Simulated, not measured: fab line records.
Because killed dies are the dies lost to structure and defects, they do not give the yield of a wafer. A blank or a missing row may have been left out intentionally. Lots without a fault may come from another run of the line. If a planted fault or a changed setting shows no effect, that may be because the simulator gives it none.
Matching of chambers :: flow n5-finfet :: N5_BEOL_M7_STRIP_19 on rie-diel-03 has 4 sister chambers
The step strips in O2. 18 wafers are shown with their chamber, then 9 later ones without.

## WAFERS PAIRED WITH THEIR CHAMBERS
wafer: L076.1
chamber: 0
drypump-motor-current-A (A): 5.6
showerhead-plenum-p-Torr (Torr): 2.08
oes-product-au (a.u.): 0.73

wafer: L076.4
chamber: 2
drypump-motor-current-A (A): 5.4
showerhead-plenum-p-Torr (Torr): 2.06
oes-product-au (a.u.): 0.93

wafer: L076.6
chamber: 3
drypump-motor-current-A (A): 6.2
showerhead-plenum-p-Torr (Torr): 2.03
oes-product-au (a.u.): 0.81

wafer: L077.1
chamber: 0
drypump-motor-current-A (A): 5.6
showerhead-plenum-p-Torr (Torr): 2.08
oes-product-au (a.u.): 0.74

wafer: L077.3
chamber: 2
drypump-motor-current-A (A): 5.4
showerhead-plenum-p-Torr (Torr): 2.06
oes-product-au (a.u.): 0.91

wafer: L077.4
chamber: 3
drypump-motor-current-A (A): 6.2
showerhead-plenum-p-Torr (Torr): 2.03
oes-product-au (a.u.): 0.81

wafer: L079.1
chamber: 1
drypump-motor-current-A (A): 5.3
showerhead-plenum-p-Torr (Torr): 2.16
oes-product-au (a.u.): 0.70

wafer: L079.5
chamber: 1
drypump-motor-current-A (A): 5.2
showerhead-plenum-p-Torr (Torr): 2.16
oes-product-au (a.u.): 0.70

wafer: L079.6
chamber: 0
drypump-motor-current-A (A): 5.6
showerhead-plenum-p-Torr (Torr): 2.08
oes-product-au (a.u.): 0.74

wafer: L080.1
chamber: 1
drypump-motor-current-A (A): 5.2
showerhead-plenum-p-Torr (Torr): 2.16
oes-product-au (a.u.): 0.70

wafer: L080.3
chamber: 0
drypump-motor-current-A (A): 5.6
showerhead-plenum-p-Torr (Torr): 2.08
oes-product-au (a.u.): 0.74

wafer: L080.4
chamber: 2
drypump-motor-current-A (A): 5.4
showerhead-plenum-p-Torr (Torr): 2.05
oes-product-au (a.u.): 0.91

wafer: L082.4
chamber: 2
drypump-motor-current-A (A): 5.4
showerhead-plenum-p-Torr (Torr): 2.05
oes-product-au (a.u.): 0.88

wafer: L082.5
chamber: 3
drypump-motor-current-A (A): 6.2
showerhead-plenum-p-Torr (Torr): 2.02
oes-product-au (a.u.): 0.79

wafer: L082.6
chamber: 2
drypump-motor-current-A (A): 5.4
showerhead-plenum-p-Torr (Torr): 2.05
oes-product-au (a.u.): 0.89

wafer: L088.1
chamber: 2
drypump-motor-current-A (A): 5.4
showerhead-plenum-p-Torr (Torr): 2.05
oes-product-au (a.u.): 0.86

wafer: L088.2
chamber: 1
drypump-motor-current-A (A): 5.2
showerhead-plenum-p-Torr (Torr): 2.15
oes-product-au (a.u.): 0.69

wafer: L088.4
chamber: 0
drypump-motor-current-A (A): 5.6
showerhead-plenum-p-Torr (Torr): 2.08
oes-product-au (a.u.): 0.72

SIGNATURES (means of the wafers above)
reading: drypump-motor-current-A
chamber 0: 5.600
chamber 1: 5.225
chamber 2: 5.400
chamber 3: 6.200
scatter within a chamber: 0.0231

reading: showerhead-plenum-p-Torr
chamber 0: 2.0800
chamber 1: 2.1575
chamber 2: 2.0533
chamber 3: 2.0267
scatter within a chamber: 0.00443

reading: oes-product-au
chamber 0: 0.7340
chamber 1: 0.6975
chamber 2: 0.8967
chamber 3: 0.8033
scatter within a chamber: 0.0165
Rule: for each reading, subtract the chamber's mean from the wafer's reading, divide by that reading's scatter and square the result; add these up over the readings and take the root, which gives the wafer's distance from the chamber. The wafer belongs to the nearest chamber; if the next one is less than 2 further off, it can't be placed. The scatter: take each reading less its chamber's mean, square it, sum over the shown wafers, divide by the number of wafers less the number of chambers, and take the root.

## WAFERS MISSING THEIR CHAMBER
wafer: L091.1
drypump-motor-current-A (A): 5.6
showerhead-plenum-p-Torr (Torr): 2.07
oes-product-au (a.u.): 0.72

wafer: L091.2
drypump-motor-current-A (A): 5.2
showerhead-plenum-p-Torr (Torr): 2.15
oes-product-au (a.u.): 0.69

wafer: L091.3
drypump-motor-current-A (A): 6.2
showerhead-plenum-p-Torr (Torr): 2.02
oes-product-au (a.u.): 0.79

wafer: L094.2
drypump-motor-current-A (A): 5.4
showerhead-plenum-p-Torr (Torr): 2.04
oes-product-au (a.u.): 0.87

wafer: L094.5
drypump-motor-current-A (A): 6.2
showerhead-plenum-p-Torr (Torr): 2.02
oes-product-au (a.u.): 0.78

wafer: L094.6
drypump-motor-current-A (A): 5.4
showerhead-plenum-p-Torr (Torr): 2.04
oes-product-au (a.u.): 0.86

wafer: L095.2
drypump-motor-current-A (A): 5.6
showerhead-plenum-p-Torr (Torr): 2.07
oes-product-au (a.u.): 0.72

wafer: L095.4
drypump-motor-current-A (A): 5.6
showerhead-plenum-p-Torr (Torr): 2.07
oes-product-au (a.u.): 0.72

wafer: L095.6
drypump-motor-current-A (A): 6.2
showerhead-plenum-p-Torr (Torr): 2.02
oes-product-au (a.u.): 0.78

## WHICH CHAMBER EACH ONE RAN IN
wafer: L091.1
from the rows above: 0
in truth: 0

wafer: L091.2
from the rows above: 1
in truth: 1

wafer: L091.3
from the rows above: 3
in truth: 3

wafer: L094.2
from the rows above: 2
in truth: 2

wafer: L094.5
from the rows above: 3
in truth: 3

wafer: L094.6
from the rows above: 2
in truth: 2

wafer: L095.2
from the rows above: 0
in truth: 0

wafer: L095.4
from the rows above: 0
in truth: 0

wafer: L095.6
from the rows above: 3
in truth: 3
Placed correctly: 9 of 9. Number that these rows cannot place: 0. Placed wrongly: 0.
